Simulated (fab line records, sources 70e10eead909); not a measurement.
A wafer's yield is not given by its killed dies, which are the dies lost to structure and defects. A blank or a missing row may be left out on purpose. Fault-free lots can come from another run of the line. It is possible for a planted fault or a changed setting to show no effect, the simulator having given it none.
fab line records ; flow nand_harc ; part 2 of 2: steps 5 to 6 of 6
record lots=23; wafers=69; last_day=34
route steps=1302 shown A_STAIRCASE@705
lots that met no fault: taken from a fault-free run of the same line
start_h: the number of hours between the record's first day and the start of the first shown wafer of the lot ; wait_h: hours since the lot's step before ; " repeats the value in the row above ; L1.1+2: a single row standing in for several wafers ; - no value present, or no start provided ; * or withheld: withheld ; < > ~ a bound
route shown NAME@n: a module of which the file shows steps, and the number in the route of the first ; usual: the fault-free wafers' mean and standard deviation ; same: alike in all rows ; chamber/n: place in a boat ; sites: readings site by site ; _std_site: how widely they spread, as a standard deviation ; _edge_site: mean of outer sites minus mean of inner sites ; radius_mm: how far each site lies from the wafer's centre ; mask NAME#n: copy n ; behind: the tool/chamber that last shaped the wafer ; hold: why the lot was held/for how many hours/how that ended ; device: transistor that didn't switch, given as n, p or np ; end of line: the route-end tests of the same wafers ; a step with no rows: only its recipe ; killed: count of dies lost to structure and defects at first sort (not the wafer's yield) ; map: a wafer's dies, x killed, . not, _ none there
set.NAME: the run value of the setting; set.NAME@STEP: its run value at that earlier step ; model.NAME: the simulator's own value behind a step, which no gauge read
route steps across a sampled set of lots; one table per step, one row per wafer
services: when a tool's chamber went out of use (start_h, in hours from the record's first day, below 0 if earlier), for how many hours, and the reason
## steps
# step NHARC_A_STAIRCASE_TRIM_224
# recipe time_s=211.2; o2_flow_sccm=500; ar_flow_sccm=0; bias_w=0; chemistry=O2
# usual drypump_motor_current_A=5.7/0.42; oes_product_au=1.003/0.0096; rf_vpp_V=57.8/0.91; showerhead_plenum_p_Torr=3.48/0.16; throttle_valve_pct=17.037/0.009
lot.wafer;tool;chamber;start_h;wait_h;drypump_motor_current_A;oes_product_au;rf_hours_counter_h;rf_vpp_V;showerhead_plenum_p_Torr;throttle_valve_pct
L075.4;rie_diel-10;3;-;-;5.5;1.001;36;58.0;3.37;17.040
L075.5;rie_diel-10;2;-;-;5.5;1.016;-;57.0;3.33;17.034
L075.6;rie_diel-10;3;-;-;5.5;1.005;-;58.2;3.37;17.030
L074.2;rie_diel-10;1;-;-;5.3;0.991;41;56.9;3.57;17.035
L074.1;rie_diel-10;2;-;-;5.5;1.016;32;58.4;3.33;17.029
L074.4;rie_diel-10;0;-;-;5.5;0.997;42;55.7;3.40;17.016
L077.3;rie_diel-10;2;-;-;5.5;0.998;45;56.5;3.33;17.036
L077.1;rie_diel-10;3;-;-;5.4;0.993;46;55.6;3.37;17.051
L077.5;rie_diel-10;3;-;-;5.5;0.995;-;57.5;3.37;17.016
L079.2;rie_diel-07;2;-;-;6.2;0.977;32;58.2;3.79;17.041
L079.4;rie_diel-07;0;-;-;5.9;0.988;30;57.0;3.31;17.046
L079.6;rie_diel-07;2;-;-;6.2;0.984;-;58.3;3.79;17.041
L078.3;rie_diel-08;0;-;-;6.0;0.998;9;58.3;3.74;17.025
L078.5;rie_diel-08;2;-;-;6.5;1.005;-;59.6;3.67;17.038
L078.6;rie_diel-08;3;-;-;5.7;1.000;-;56.6;3.40;17.021
L080.4;rie_diel-07;1;-;-;5.3;1.007;32;57.3;3.62;17.041
L080.6;rie_diel-07;0;-;-;6.0;0.988;-;57.4;3.31;17.035
L080.5;rie_diel-07;1;-;-;5.3;1.000;-;58.0;3.63;17.037
L081.2;rie_diel-08;1;-;-;6.6;1.022;18;57.8;3.46;17.037
L081.4;rie_diel-08;3;-;-;5.7;1.010;21;58.7;3.39;17.042
L081.1;rie_diel-08;0;-;-;5.9;1.007;18;57.9;3.74;17.029
L082.1;rie_diel-10;0;-;-;5.5;1.011;8;58.4;3.39;17.043
L082.3;rie_diel-10;1;-;-;5.3;0.999;6;58.8;3.56;17.028
L082.5;rie_diel-10;0;-;-;5.5;1.011;-;58.5;3.39;17.009
L083.3;rie_diel-08;0;-;-;5.9;1.004;21;58.9;3.73;17.044
L083.4;rie_diel-08;2;-;-;6.5;1.009;24;58.7;3.66;17.039
L083.5;rie_diel-08;0;-;-;6.0;1.001;-;59.2;3.73;17.033
L084.4;rie_diel-10;1;-;-;5.3;1.003;19;56.9;3.55;17.022
L084.2;rie_diel-10;2;-;-;5.6;1.012;19;59.5;3.31;17.035
L084.6;rie_diel-10;1;-;-;5.3;1.005;-;57.5;3.55;17.053
L086.2;rie_diel-10;2;-;-;5.6;1.014;20;58.3;3.31;17.045
L086.1;rie_diel-10;3;-;-;5.4;1.003;18;57.6;3.35;17.034
L086.6;rie_diel-10;1;-;-;5.3;0.997;-;58.2;3.55;17.048
L085.3;rie_diel-07;0;-;-;5.9;1.003;1;56.8;3.31;17.047
L085.6;rie_diel-07;1;-;-;5.3;1.006;-;57.2;3.62;17.047
L085.5;rie_diel-07;2;-;-;6.1;1.013;-;58.9;3.78;17.039
L087.2;rie_diel-10;2;-;-;5.6;1.021;21;58.2;3.31;17.035
L087.4;rie_diel-10;3;-;-;5.5;1.010;18;57.9;3.35;17.036
L087.1;rie_diel-10;0;-;-;5.6;1.015;21;58.0;3.38;17.038
L088.2;rie_diel-07;3;-;-;5.5;0.995;9;58.0;3.37;17.029
L088.6;rie_diel-07;3;-;-;5.5;0.996;-;57.9;3.37;17.038
L088.5;rie_diel-07;0;-;-;6.0;1.002;-;57.7;3.30;17.034
L089.2;rie_diel-08;1;-;-;6.6;1.020;42;57.9;3.45;17.044
L089.4;rie_diel-08;2;-;-;6.5;1.000;44;57.7;3.65;17.039
L089.1;rie_diel-08;0;-;-;5.9;1.007;41;58.7;3.72;17.024
L091.1;rie_diel-07;2;-;-;6.1;1.002;14;58.1;3.77;17.029
L091.2;rie_diel-07;3;-;-;5.5;0.995;12;57.6;3.37;17.039
L091.4;rie_diel-07;0;-;-;6.0;1.007;12;57.3;3.30;17.033
L090.3;rie_diel-07;2;-;-;6.2;0.999;15;59.0;3.77;17.028
L090.5;rie_diel-07;0;-;-;6.0;0.999;-;58.4;3.30;17.040
L090.6;rie_diel-07;1;-;-;5.3;0.999;-;58.3;3.61;17.047
L093.4;rie_diel-07;1;-;-;5.3;0.997;22;57.0;3.61;17.044
L093.6;rie_diel-07;3;-;-;5.5;0.998;-;56.9;3.37;17.045
L093.5;rie_diel-07;0;-;-;6.0;1.004;-;57.0;3.30;17.033
L092.3;rie_diel-10;1;-;-;5.3;0.992;37;56.8;3.54;17.052
L092.2;rie_diel-10;2;-;-;5.6;1.018;36;58.6;3.30;17.045
L092.1;rie_diel-10;0;-;-;5.5;1.013;35;59.5;3.38;17.033
L094.3;rie_diel-10;1;-;-;5.3;0.992;54;58.7;3.53;17.042
L094.5;rie_diel-10;3;-;-;5.5;0.996;-;57.8;3.34;17.030
L094.6;rie_diel-10;0;-;-;5.5;1.004;-;56.6;3.37;17.033
L095.1;rie_diel-08;1;-;-;6.6;1.020;12;56.7;3.44;17.019
L095.2;rie_diel-08;2;-;-;6.5;0.996;6;57.9;3.64;17.035
L095.6;rie_diel-08;0;-;-;6.0;1.000;-;57.5;3.71;17.031
L096.2;rie_diel-07;3;-;-;5.5;0.996;32;58.1;3.36;17.052
L096.1;rie_diel-07;1;-;-;5.3;0.996;34;59.6;3.60;17.049
L096.6;rie_diel-07;3;-;-;5.5;0.989;-;57.2;3.36;17.026
L097.3;rie_diel-08;2;-;-;6.5;0.998;8;57.9;3.64;17.023
L097.4;rie_diel-08;0;-;-;5.9;0.987;15;57.8;3.71;17.046
L097.5;rie_diel-08;1;-;-;6.6;1.013;-;57.1;3.43;17.041
# step NHARC_A_STAIRCASE_ETCH_227
# recipe target_depth_a=1000; time_s=40.5; ion_energy_ev=400; c4f8_flow_sccm=20; o2_flow_sccm=10; ar_flow_sccm=withheld; rf_w=600; bias_w=1000; chemistry=C4F8/O2
# usual oes_product_au=0.945/0.011; rf_vpp_V=894/5.7
lot.wafer;tool;chamber;start_h;wait_h;oes_product_au;rf_hours_counter_h;rf_vpp_V
L075.4;rie_diel-10;0;-;-;0.953;41;892
L075.5;rie_diel-10;3;-;-;0.945;-;891
L075.6;rie_diel-10;0;-;-;0.946;-;890
L074.1;rie_diel-10;0;-;-;0.969;42;892
L074.4;rie_diel-10;2;-;-;0.958;33;888
L074.2;rie_diel-10;3;-;-;0.954;37;890
L077.1;rie_diel-10;3;-;-;0.941;46;891
L077.3;rie_diel-10;0;-;-;0.947;51;892
L077.5;rie_diel-10;0;-;-;0.956;-;891
L079.4;rie_diel-07;2;-;-;0.934;32;906
L079.2;rie_diel-07;3;-;-;0.928;34;890
L079.6;rie_diel-07;2;-;-;0.925;-;907
L078.3;rie_diel-08;1;-;-;0.963;9;895
L078.6;rie_diel-08;2;-;-;0.952;-;900
L078.5;rie_diel-08;3;-;-;0.933;-;891
L080.4;rie_diel-07;1;-;-;0.956;32;899
L080.5;rie_diel-07;2;-;-;0.937;-;904
L080.6;rie_diel-07;3;-;-;0.945;-;889
L081.4;rie_diel-08;0;-;-;0.951;18;905
L081.1;rie_diel-08;1;-;-;0.969;18;894
L081.2;rie_diel-08;2;-;-;0.952;21;900
L082.1;rie_diel-10;3;-;-;0.958;4;889
L082.3;rie_diel-10;0;-;-;0.951;8;890
L082.5;rie_diel-10;2;-;-;0.957;-;888
L083.3;rie_diel-08;0;-;-;0.956;21;903
L083.4;rie_diel-08;1;-;-;0.967;21;894
L083.5;rie_diel-08;3;-;-;0.933;-;891
L084.4;rie_diel-10;1;-;-;0.944;19;897
L084.2;rie_diel-10;2;-;-;0.953;20;888
L084.6;rie_diel-10;0;-;-;0.952;-;891
L086.2;rie_diel-10;1;-;-;0.937;20;898
L086.1;rie_diel-10;3;-;-;0.946;18;890
L086.6;rie_diel-10;1;-;-;0.947;-;898
L085.3;rie_diel-07;1;-;-;0.930;1;899
L085.6;rie_diel-07;3;-;-;0.952;-;891
L085.5;rie_diel-07;0;-;-;0.932;-;889
L087.1;rie_diel-10;0;-;-;0.949;21;890
L087.4;rie_diel-10;1;-;-;0.949;21;896
L087.2;rie_diel-10;2;-;-;0.956;21;888
L088.2;rie_diel-07;3;-;-;0.923;10;890
L088.5;rie_diel-07;2;-;-;0.939;-;905
L088.6;rie_diel-07;3;-;-;0.924;-;890
L089.1;rie_diel-08;1;-;-;0.955;42;893
L089.4;rie_diel-08;2;-;-;0.945;45;900
L089.2;rie_diel-08;0;-;-;0.963;41;901
L091.1;rie_diel-07;3;-;-;0.952;12;890
L091.2;rie_diel-07;1;-;-;0.942;14;899
L091.4;rie_diel-07;2;-;-;0.930;14;905
L090.3;rie_diel-07;0;-;-;0.936;12;890
L090.5;rie_diel-07;1;-;-;0.944;-;898
L090.6;rie_diel-07;2;-;-;0.948;-;905
L093.4;rie_diel-07;1;-;-;0.929;22;899
L093.6;rie_diel-07;3;-;-;0.923;-;891
L093.5;rie_diel-07;0;-;-;0.934;-;887
L092.2;rie_diel-10;2;-;-;0.958;36;888
L092.3;rie_diel-10;3;-;-;0.952;32;889
L092.1;rie_diel-10;0;-;-;0.949;36;890
L094.3;rie_diel-10;3;-;-;0.946;43;889
L094.5;rie_diel-10;2;-;-;0.963;-;888
L094.6;rie_diel-10;3;-;-;0.941;-;889
L095.1;rie_diel-08;0;-;-;0.929;14;902
L095.2;rie_diel-08;3;-;-;0.948;7;890
L095.6;rie_diel-08;0;-;-;0.935;-;903
L096.1;rie_diel-07;2;-;-;0.941;35;904
L096.2;rie_diel-07;3;-;-;0.928;33;891
L096.6;rie_diel-07;2;-;-;0.949;-;904
L097.4;rie_diel-08;3;-;-;0.954;9;891
L097.3;rie_diel-08;1;-;-;0.938;15;891
L097.5;rie_diel-08;0;-;-;0.951;-;902
## services
tool;chamber;start_h;hours;kind
rie_diel-10;2;339.80;16.6;repair
rie_diel-07;1;342.47;4.8;repair
rie_diel-07;0;353.27;-;clean
rie_diel-07;1;353.27;-;clean
rie_diel-07;2;353.27;-;clean
rie_diel-07;3;353.27;-;clean
rie_diel-07;1;355.11;4.6;repair
rie_diel-08;-;369.81;9.0;pm
rie_diel-07;0;378.69;-;clean
rie_diel-07;1;378.69;-;clean
rie_diel-07;2;378.69;-;clean
rie_diel-07;3;378.69;-;clean
rie_diel-10;1;394.34;6.8;repair
rie_diel-07;0;403.19;-;clean
rie_diel-07;1;403.19;-;clean
rie_diel-10;3;419.27;15.5;repair
rie_diel-10;-;420.36;9.0;pm
rie_diel-10;1;436.12;3.5;repair
rie_diel-07;-;473.60;9.0;pm
rie_diel-08;-;546.81;9.0;pm
rie_diel-08;1;569.81;4.9;repair
rie_diel-08;2;575.61;5.2;repair
rie_diel-08;3;575.88;4.1;repair
rie_diel-10;-;597.36;9.0;pm
